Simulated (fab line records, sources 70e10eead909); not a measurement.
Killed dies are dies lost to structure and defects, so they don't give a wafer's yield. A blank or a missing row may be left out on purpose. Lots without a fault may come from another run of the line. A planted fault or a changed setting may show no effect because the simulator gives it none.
fab line records | flow nand_harc
record lots=6 wafers=18 last_day=33
route steps=1302 shown A_ONON_D1@439 A_CHANNEL_HOLE_D1@450
lots that met no fault: from a run of the same line without faults
start_h: hours from the record's first day to the start of the lot's first wafer shown | wait_h: hours since the lot's step before | " the same as in the row above | L1.1+2: a row that stands for several wafers | - no value, or no start given | * or withheld: withheld | < > ~ a bound
route shown NAME@n: a module of which the file shows steps, and the number in the route of the first | usual: mean/standard deviation of fault-free wafers | same: alike in all rows | chamber/n: place in a boat | sites: the reading at each site | _std_site: their standard deviation | _edge_site: outer sites' mean less inner sites' | radius_mm: how far each site lies from the wafer's centre | mask NAME#n: copy n | behind: the tool/chamber that last shaped the wafer | hold: why the lot was held/for how many hours/how that ended | device: the transistor (n, p or np) that didn't switch | end of line: the same wafers' tests at the end of the route | a step without rows: its recipe alone | killed: dies lost to structure and defects at the first sort, not the wafer's yield | map: a wafer's dies, x killed, . not, _ none there
set.NAME: the setting as run; set.NAME@STEP: as run at that earlier step | model.NAME: the simulator's own value behind a step, which no gauge read
lots at some steps of the route; a table a step, a row a wafer
services: from which hour (start_h, from the record's first day; less than 0 if before it) a tool's chamber was out of use, for how many hours, and why
## steps
# step NHARC_A_ONON_D1_THK_MEAS_21
# recipe thk_meas_gauge=ellipsometry
# usual thk_nm=1000/9.7
# columns lot.wafer tool chamber start_h wait_h thk_nm
L745.2 film_metro-02 - 187.61 - 994
L745.4 " - " " 995
L745.6 " - " " 996
L755.1 film_metro-01 - 280.36 - 1005
L755.2 " - " " 1005
L755.3 " - " " 1004
L756.3 film_metro-02 - 289.53 - 1006
L756.4 " - " " 1006
L756.6 " - " " 1006
L760.4 film_metro-02 - 332.55 - 1003
L760.5 " - " " 1003
L760.6 " - " " 1000
L762.3 film_metro-02 - 349.65 - 992
L762.5 " - " " 994
L762.6 " - " " 991
L767.2 film_metro-02 - 402.69 - 989
L767.5 " - " " 990
L767.6 " - " " 991
# step NHARC_A_ONON_D1_DEP_22
# recipe target_thk_a=10000 n2_flow_sccm=2750 n2o_flow_sccm=2000 nh3_flow_sccm=500 sih4_flow_sccm=210 temp_c=400
# step NHARC_A_ONON_D1_THK_MEAS_24
# recipe thk_meas_gauge=ellipsometry
# usual thk_nm=1002/7.7
# columns lot.wafer tool chamber start_h wait_h thk_nm
L745.2 film_metro-01 - 188.17 - 1001
L745.4 " - " " 1000
L745.6 " - " " 1000
L755.1 film_metro-01 - 280.93 - 997
L755.2 " - " " 996
L755.3 " - " " 997
L756.3 film_metro-01 - 290.10 - 996
L756.4 " - " " 995
L756.6 " - " " 995
L760.4 film_metro-01 - 333.14 - 1009
L760.5 " - " " 1009
L760.6 " - " " 1009
L762.3 film_metro-02 - 350.22 - 1003
L762.5 " - " " 1003
L762.6 " - " " 1003
L767.2 film_metro-01 - 403.25 - 1003
L767.5 " - " " 1003
L767.6 " - " " 1003
# step NHARC_A_ONON_D1_DEP_25
# recipe target_thk_a=10000 n2_flow_sccm=2750 n2o_flow_sccm=2000 nh3_flow_sccm=500 sih4_flow_sccm=210 temp_c=400
# step NHARC_A_ONON_D1_THK_MEAS_27
# recipe thk_meas_gauge=ellipsometry
# usual thk_nm=996/8.2
# columns lot.wafer tool chamber start_h wait_h thk_nm
L745.2 film_metro-01 - 188.74 - 992
L745.4 " - " " 990
L745.6 " - " " 991
L755.1 film_metro-02 - 281.50 - 980
L755.2 " - " " 981
L755.3 " - " " 982
L756.3 film_metro-02 - 290.67 - 992
L756.4 " - " " 992
L756.6 " - " " 992
L760.4 film_metro-02 - 333.71 - 1010
L760.5 " - " " 1007
L760.6 " - " " 1010
L762.3 film_metro-01 - 350.79 - 992
L762.5 " - " " 990
L762.6 " - " " 992
L767.2 film_metro-01 - 403.82 - 1002
L767.5 " - " " 1003
L767.6 " - " " 999
# step NHARC_A_ONON_D1_DEP_28
# recipe target_thk_a=10000 n2_flow_sccm=2750 n2o_flow_sccm=2000 nh3_flow_sccm=500 sih4_flow_sccm=210 temp_c=400
# step NHARC_A_ONON_D1_THK_MEAS_30
# recipe thk_meas_gauge=ellipsometry
# usual thk_nm=1003/6.7
# columns lot.wafer tool chamber start_h wait_h thk_nm
L745.2 film_metro-02 - 189.30 - 994
L745.4 " - " " 991
L745.6 " - " " 991
L755.1 film_metro-02 - 282.06 - 1006
L755.2 " - " " 1008
L755.3 " - " " 1008
L756.3 film_metro-01 - 291.23 - 997
L756.4 " - " " 997
L756.6 " - " " 998
L760.4 film_metro-01 - 334.28 - 1013
L760.5 " - " " 1015
L760.6 " - " " 1014
L762.3 film_metro-02 - 351.36 - 1001
L762.5 " - " " 1000
L762.6 " - " " 1001
L767.2 film_metro-02 - 404.38 - 1012
L767.5 " - " " 1011
L767.6 " - " " 1010
# step NHARC_A_ONON_D1_DEP_33
# recipe target_thk_a=2000 temp_c=400 pressure_torr=6.5 rf_w=900 teos_flow_sccm=161.4 flow_sccm=2650 target_thk_nm=200 gas=O2 material=SiO2
# usual chamber_pressure_Torr=6.502/0.016 heater_power_outer_w=311/43 heater_power_w=564/75 throttle_valve_pct=15.9/0.38
# columns lot.wafer tool chamber start_h wait_h chamber_pressure_Torr heater_power_outer_w heater_power_w throttle_valve_pct
L745.2 pecvd-01 1 189.45 0.1 6.518 325 603 15.5
L745.4 " 0 " " 6.481 270 549 15.8
L745.6 " 1 " " 6.510 340 589 15.9
L755.3 pecvd-04 2 282.12 0.1 6.478 313 639 15.4
L755.2 " 0 " " 6.501 317 578 16.1
L755.1 " 1 " " 6.495 347 602 15.6
L756.3 pecvd-04 0 291.33 0.1 6.499 309 563 16.3
L756.6 " 0 " " 6.503 306 584 16.1
L756.4 " 1 " " 6.505 343 629 15.5
L760.4 pecvd-02 0 334.47 0.2 6.520 321 535 16.0
L760.6 " 1 " " 6.514 317 591 16.6
L760.5 " 2 " " 6.507 287 470 16.0
L762.3 pecvd-02 2 351.51 0.1 6.508 308 502 16.1
L762.6 " 1 " " 6.492 339 617 16.8
L762.5 " 2 " " 6.488 208 368 16.1
L767.2 pecvd-02 2 404.53 0.1 6.528 279 465 16.1
L767.5 " 0 " " 6.509 320 551 16.0
L767.6 " 2 " " 6.495 292 479 16.3
# step NHARC_A_ONON_D1_THK_MEAS_34
# recipe thk_meas_gauge=ellipsometry
# usual thk_nm=200.1/2.7
# columns lot.wafer tool chamber start_h wait_h thk_nm
L745.2 film_metro-01 - 189.77 - 198.1
L745.4 " - " " 200.7
L745.6 " - " " 198.7
L755.1 film_metro-01 - 282.54 - 195.3
L755.2 " - " " 196.6
L755.3 " - " " 197.3
L756.3 film_metro-02 - 291.70 - 198.6
L756.4 " - " " 200.3
L756.6 " - " " 197.1
L760.4 film_metro-02 - 334.75 - 198.3
L760.5 " - " " 203.5
L760.6 " - " " 204.2
L762.3 film_metro-02 - 351.83 - 198.8
L762.5 " - " " 203.1
L762.6 " - " " 200.1
L767.2 film_metro-01 - 404.85 - 193.9
L767.5 " - " " 198.7
L767.6 " - " " 196.7
# step NHARC_A_ONON_D1_INSPECT_32
# usual raw_defect_count=64/19
# columns lot.wafer tool chamber start_h wait_h raw_defect_count
L745.2 defect_inspect-02 - 189.86 0.0 39
L745.4 " - " " 71
L745.6 " - " " 60
L755.1 defect_inspect-01 - 282.60 0.0 69
L755.2 " - " " 58
L755.3 " - " " 98
L756.3 defect_inspect-02 - 291.77 0.0 71
L756.4 " - " " 70
L756.6 " - " " 88
L760.4 defect_inspect-02 - 334.85 0.1 66
L760.5 " - " " 57
L760.6 " - " " 60
L762.3 defect_inspect-01 - 351.89 0.0 74
L762.5 " - " " 61
L762.6 " - " " 42
L767.2 defect_inspect-01 - 404.92 0.0 66
L767.5 " - " " 95
L767.6 " - " " 122
# step NHARC_A_CHANNEL_HOLE_D1_DEP_00
# recipe target_thk_a=31000 temp_c=400 material=aC
# usual susceptor_temp_C=400.03/0.21 throttle_valve_pct=34.999/0.0086
# columns lot.wafer tool chamber start_h wait_h susceptor_temp_C throttle_valve_pct
L745.2 acl_dep-02 0 190.75 0.9 - 34.996
L745.4 " 0 " " - 35.011
L745.6 " 0 " " - 35.012
L755.1 acl_dep-02 0 285.13 2.5 - 34.989
L755.2 " 0 " " - 35.012
L755.3 " 0 " " - 34.980
L756.3 acl_dep-02 0 293.46 1.7 400.04 35.015
L756.4 " 0 " " 400.25 34.994
L756.6 " 0 " " 400.05 35.012
L760.4 acl_dep-03 0 335.87 1.0 400.06 35.002
L760.5 " 0 " " 400.13 35.001
L760.6 " 0 " " 399.95 35.003
L762.3 acl_dep-02 0 352.59 0.7 - 34.997
L762.5 " 0 " " - 35.007
L762.6 " 0 " " - 34.993
L767.2 acl_dep-03 0 406.17 1.2 400.12 34.996
L767.5 " 0 " " 400.09 34.983
L767.6 " 0 " " 400.02 35.011
# step NHARC_A_CHANNEL_HOLE_D1_DEP_01
# recipe target_thk_a=1400 target_thk_nm=140 temp_c=400 pressure_torr=3.5 flow_sccm=200 rf_w=350 material=SiON
# usual chamber_pressure_Torr=3.500/0.0081 heater_power_outer_w=437/52 heater_power_w=716/69
# columns lot.wafer tool chamber start_h wait_h chamber_pressure_Torr heater_power_outer_w heater_power_w
L745.2 pecvd-02 2 192.40 1.3 3.508 383 592
L745.4 " 0 " " 3.486 526 819
L745.6 " 1 " " 3.491 455 791
L755.1 pecvd-03 1 287.02 1.6 - - -
L755.2 " 2 " " - - -
L755.3 " 0 " " - - -
L756.3 pecvd-03 0 294.81 1.0 - - -
L756.6 " 1 " " - - -
L756.4 " 2 " " - - -
L760.4 pecvd-02 1 336.92 0.7 3.504 444 786
L760.6 " 2 " " 3.502 426 649
L760.5 " 0 " " 3.497 536 825
L762.3 pecvd-03 0 354.00 1.1 3.504 504 789
L762.5 " 2 " " 3.509 415 656
L762.6 " 0 " " 3.494 514 805
L767.2 pecvd-01 1 407.80 1.3 3.501 445 756
L767.5 " 1 " " 3.494 475 771
L767.6 " 2 " " 3.487 446 683
# step NHARC_A_CHANNEL_HOLE_D1_DEHYDRATE_02
# recipe temp_c=150 time_s=120
## services
# columns tool chamber start_h hours kind
pecvd-01 0 167.54 2.0 repair
pecvd-03 - 185.41 13.0 pm
pecvd-03 0 185.41 13.0 vent_cycle
pecvd-03 1 185.41 13.0 vent_cycle
pecvd-03 2 185.41 13.0 vent_cycle
pecvd-01 - 201.63 2.3 repair
pecvd-02 - 227.63 13.0 pm
pecvd-02 0 227.63 13.0 vent_cycle
pecvd-02 1 227.63 13.0 vent_cycle
pecvd-02 2 227.63 13.0 vent_cycle
pecvd-02 0 240.63 - clean
pecvd-02 1 240.63 - clean
pecvd-02 2 240.63 - clean
acl_dep-02 - 241.02 13.0 pm
pecvd-01 1 261.67 7.2 repair
pecvd-04 - 269.04 13.0 pm
acl_dep-03 - 301.04 13.0 pm
pecvd-03 1 311.20 48.7 repair
pecvd-01 - 312.39 13.0 pm
pecvd-02 - 337.71 0.7 repair
pecvd-04 - 361.43 4.7 repair
pecvd-03 - 366.41 13.0 pm
pecvd-02 - 384.86 1.8 repair
pecvd-03 - 404.03 4.1 repair
## key
first_sign step=NHARC_A_CHANNEL_HOLE_D1_DEP_01 reading=tool_record direction=missing
effect none on later readings
met_at NHARC_A_CHANNEL_HOLE_D1_DEP_01
struck_wafers L755.1,L755.2,L755.3,L756.3,L756.4,L756.6
later_rows_left_out L755.1,L755.2,L755.3,L756.3,L756.4,L756.6
sort_left_out L755.1,L755.2,L755.3,L756.3,L756.4,L756.6
tester_left_out L755,L756
fault kind=skipped_step_whole tool=pecvd-03 chamber=- onset_h=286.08 steps=NHARC_A_CHANNEL_HOLE_D1_DEP_01 scope=struck_lots_only
# tester_left_out: of these lots the tester's yield and bins aren't shown, on N5 and GAA mostly nor the transistor test; their killed dies are dies lost to structure and defects alone, not to doping, threshold or leakage, so they don't give the yield
# sort_left_out: the simulated sort isn't trusted on such a fault, so these wafers' sort isn't shown, and their yield isn't known
# later_rows_left_out: the simulator's readings of these wafers behind a module that went badly wrong aren't trusted and aren't shown, but for the sort
